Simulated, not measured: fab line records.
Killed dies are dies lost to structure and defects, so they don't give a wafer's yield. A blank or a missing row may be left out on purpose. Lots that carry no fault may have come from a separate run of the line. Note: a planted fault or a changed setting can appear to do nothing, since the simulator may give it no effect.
Comparing a struck lot with a sound one :: flow nand-harc :: 14 steps out of a route of 1302
Sound: the wafers L558.1, L558.4, L558.5. Struck: wafer L574.3. (L574.4, L574.6 of the same lot were not struck and are left out.) The cause comes at the end.
Each step with rows lists, per side, the tool, then ch with its chambers, then its first start. Under that, the readings that differ: sound wafers :: struck wafers :: difference of the means :: sigmas: that difference in standard deviations of wafers without a fault.
alike: readings with means less than 2 such deviations apart, plus words and numbers identical on both sides. not compared: withheld readings, readings lacking a value on some wafer, bounds such as >300 that could conceal the same value, and numbers that have no deviation in the record and whose values overlap.
The two part at a step that has a row with sigmas, a row that says differs or no value, or rows on one side only. Numbers that don't overlap but have no deviation are shown without sigmas and don't part them. Lack of a reading on every wafer of one side parts them only where that side has two or more wafers.

first, 9 steps without rows for these wafers: NHARC_A_STAIRCASE_DEHYDRATE_158 (time 120 s); NHARC_A_STAIRCASE_HMDS_159 (time 30 s); NHARC_A_STAIRCASE_COAT_160; NHARC_A_STAIRCASE_SOFTBAKE_161 (time 170 s); NHARC_A_STAIRCASE_EBR_162; NHARC_A_STAIRCASE_EXPOSE_163 (exposes mask STAIR OPEN); NHARC_A_STAIRCASE_PEB_164 (peb time 130 s); NHARC_A_STAIRCASE_DEVELOP_165 (time 140 s); NHARC_A_STAIRCASE_HARDBAKE_167 (time 140 s).
NHARC_A_STAIRCASE_DESCUM_168: chemistry O2, time 3 s.
  sound on rie-diel-12 ch 0,1,2, day 15 10:11; struck on rie-diel-12 ch 2, day 21 16:39
  alike: drypump-motor-current-A, o2-flow-sccm, oes-product-au, rf-vpp-V, showerhead-plenum-p-Torr, throttle-valve-pct
  not compared: rf-hours-counter-h
NHARC_A_STAIRCASE_ETCH_169: etches the open film in CH3F/O2, target depth 50 nm, time 107.1 s.
  sound on rie-diel-12 ch 0,2,3, day 15 10:16; struck on rie-diel-12 ch 3, day 21 16:46
  alike: drypump-motor-current-A, o2-flow-sccm, oes-product-au, rf-vpp-V, run-length-s, showerhead-plenum-p-Torr, throttle-valve-pct
  not compared: rf-hours-counter-h
NHARC_A_STAIRCASE_ETCH_170: etches the open film in C4F6/O2, target depth 200 nm, time 66.667 s.
  sound on rie-diel-12 ch 0,1,3, day 15 10:23; struck on rie-diel-12 ch 3, day 21 16:53
reading: o2-flow-sccm (sccm)
sound: 19.95 19.94 19.89
struck: 20.06
difference: +0.13
sigmas: +2

reading: run-length-s (s)
sound: 88.1 87.8 88.1
struck: 77.8
difference: -10.2
sigmas: -26
  alike: drypump-motor-current-A, oes-product-au, rf-vpp-V, showerhead-plenum-p-Torr, throttle-valve-pct
  not compared: rf-hours-counter-h
NHARC_A_STAIRCASE_STRIP_171: strips in O2.
  sound on plasma-asher-01 ch 0,1, day 15 10:32; struck on plasma-asher-02 ch 0, day 21 17:13
  alike: drypump-motor-current-A, heater-power-w
  not compared: rf-hours-counter-h
-- record jumps: 9 days between struck wafers' starts before vs after; left off in module A_STAIRCASE, resumes in module END, first step shown is number 1302 of the route --
NHARC_END_SORT_01:
  here the record holds rows for the struck wafers (prober-02 ch 0, day 31 00:49) but none for the sound ones

## WHERE THEY PART
Earliest at NHARC_A_STAIRCASE_ETCH_170; latest, in this record, at NHARC_END_SORT_01.

WHY: what the simulator had put in
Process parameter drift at NHARC_A_STAIRCASE_ETCH_170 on rie-diel-12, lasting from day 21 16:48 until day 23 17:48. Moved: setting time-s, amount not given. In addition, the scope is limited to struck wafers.
